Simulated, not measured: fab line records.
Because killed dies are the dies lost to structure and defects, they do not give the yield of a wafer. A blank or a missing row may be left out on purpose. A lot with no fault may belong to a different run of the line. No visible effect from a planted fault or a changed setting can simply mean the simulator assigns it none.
Split-lot study / flow n5Finfet / 21 wafers read across 7 lots, on a route 1938 steps long

== THE SPLIT ITSELF ==
At N5_FIN_SAQP_ETCH_65 (etches SiO2 in CF4, target depth 4 nm, time 4.4 s), the setting timeS was moved away from the recipe's 4.4 s on 8 of the 21 wafers read, by -22.5% to +21.5%. The other wafers ran this setting at the recipe's value.

The reading is taken at the split's own step.

== THE READING ==
etch.depthNm (the simulator's own value, which no gauge read), in nm, at N5_FIN_SAQP_ETCH_65 (etches SiO2 in CF4, target depth 4 nm, time 4.4 s). The file gives no usual value for it. Average 3.986 nm, standard deviation 0.059 nm, over the 13 wafers here run with the recipe.

wafer=L074.3; tool, chamber at the split=rieSi-02, 1; timeS as run, s=4.4; against the recipe=recipe; etch.depthNm, nm=3.914; against lot-mates on the recipe=-
wafer=L074.5; tool, chamber at the split=rieSi-02, 3; timeS as run, s=4.4; against the recipe=recipe; etch.depthNm, nm=4.006; against lot-mates on the recipe=-
wafer=L074.6; tool, chamber at the split=rieSi-02, 0; timeS as run, s=4.4; against the recipe=recipe; etch.depthNm, nm=4.009; against lot-mates on the recipe=-
wafer=L081.1; tool, chamber at the split=rieSi-05, 2; timeS as run, s=3.412; against the recipe=-22.5%; etch.depthNm, nm=3.198; against lot-mates on the recipe=-0.771
wafer=L081.2; tool, chamber at the split=rieSi-05, 0; timeS as run, s=4.4; against the recipe=recipe; etch.depthNm, nm=3.959; against lot-mates on the recipe=-
wafer=L081.6; tool, chamber at the split=rieSi-05, 1; timeS as run, s=4.4; against the recipe=recipe; etch.depthNm, nm=3.978; against lot-mates on the recipe=-
wafer=L082.2; tool, chamber at the split=rieSi-02, 0; timeS as run, s=4.702; against the recipe=+6.9%; etch.depthNm, nm=4.313; against lot-mates on the recipe=+0.352
wafer=L082.3; tool, chamber at the split=rieSi-02, 2; timeS as run, s=4.702; against the recipe=+6.9%; etch.depthNm, nm=4.276; against lot-mates on the recipe=+0.315
wafer=L082.4; tool, chamber at the split=rieSi-02, 1; timeS as run, s=4.4; against the recipe=recipe; etch.depthNm, nm=3.961; against lot-mates on the recipe=-
wafer=L089.2; tool, chamber at the split=rieSi-02, 2; timeS as run, s=4.4; against the recipe=recipe; etch.depthNm, nm=3.975; against lot-mates on the recipe=-
wafer=L089.4; tool, chamber at the split=rieSi-02, 3; timeS as run, s=4.4; against the recipe=recipe; etch.depthNm, nm=3.963; against lot-mates on the recipe=-
wafer=L089.6; tool, chamber at the split=rieSi-02, 3; timeS as run, s=4.4; against the recipe=recipe; etch.depthNm, nm=3.966; against lot-mates on the recipe=-
wafer=L092.1; tool, chamber at the split=rieSi-04, 2; timeS as run, s=4.4; against the recipe=recipe; etch.depthNm, nm=4.092; against lot-mates on the recipe=-
wafer=L092.3; tool, chamber at the split=rieSi-04, 1; timeS as run, s=4.109; against the recipe=-6.6%; etch.depthNm, nm=3.701; against lot-mates on the recipe=-0.400
wafer=L092.5; tool, chamber at the split=rieSi-04, 2; timeS as run, s=4.4; against the recipe=recipe; etch.depthNm, nm=4.109; against lot-mates on the recipe=-
wafer=L093.2; tool, chamber at the split=rieSi-02, 1; timeS as run, s=4.4; against the recipe=recipe; etch.depthNm, nm=3.885; against lot-mates on the recipe=-
wafer=L093.4; tool, chamber at the split=rieSi-02, 3; timeS as run, s=5.346; against the recipe=+21.5%; etch.depthNm, nm=4.822; against lot-mates on the recipe=+0.880
wafer=L093.6; tool, chamber at the split=rieSi-02, 3; timeS as run, s=4.4; against the recipe=recipe; etch.depthNm, nm=3.999; against lot-mates on the recipe=-
wafer=L096.1; tool, chamber at the split=rieSi-05, 1; timeS as run, s=3.443; against the recipe=-21.8%; etch.depthNm, nm=3.165; against lot-mates on the recipe=no lot-mate on the recipe
wafer=L096.5; tool, chamber at the split=rieSi-05, 0; timeS as run, s=3.443; against the recipe=-21.8%; etch.depthNm, nm=3.105; against lot-mates on the recipe=no lot-mate on the recipe
wafer=L096.6; tool, chamber at the split=rieSi-05, 1; timeS as run, s=3.443; against the recipe=-21.8%; etch.depthNm, nm=3.171; against lot-mates on the recipe=no lot-mate on the recipe

THE FIT
A straight line over all 21 wafers: etch.depthNm changes by +0.0384 nm for each +1% of timeS; r = +0.99; the points scatter about the line by 0.056 nm.
The same after taking each lot's own level away (the mean of its wafers on the recipe; 18 wafers): +0.0393 nm for each +1%; r = +0.98; scatter 0.058 nm.
The reading moves by 0.88 nm for the largest change in timeS, on that fit.
The span of the lots' own levels, 3.9420 to 4.1005 nm, comes to 2.7 times the standard deviation stated above.
The two slopes agree, so the slope changes little with the lot-to-lot level.
Check: with one of the wafers moved furthest among these (-22.5%) left out of the fit, the line predicts -0.991 nm for it against its lot-mates. Against them it came out at -0.771 nm.

== OTHER SPLITS ON THESE WAFERS ==
Note: prior to the reading, these wafers also went through further splits. Each is held against what the fit with the lots' levels taken away leaves over:
other split on the same wafers=N5_ZERO_LAYER_PECVD_02 timeS; wafers away from the commonest value=7; r with etch.depthNm (lot level and that fit taken away)=-0.06
other split on the same wafers=N5_ZERO_LAYER_PEB_09 pebTimeS; wafers away from the commonest value=as run: not given for these wafers; r with etch.depthNm (lot level and that fit taken away)=-
other split on the same wafers=N5_FIN_SAQP_ALD_61 aldCycles; wafers away from the commonest value=7; r with etch.depthNm (lot level and that fit taken away)=+0.36
other split on the same wafers=N5_FIN_SAQP_HM_DEP_03 timeS; wafers away from the commonest value=10; r with etch.depthNm (lot level and that fit taken away)=-0.09

== FILE'S OWN FIT ==
etch.depthNm changes by +0.0389 nm for each +1% of timeS, r = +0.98.
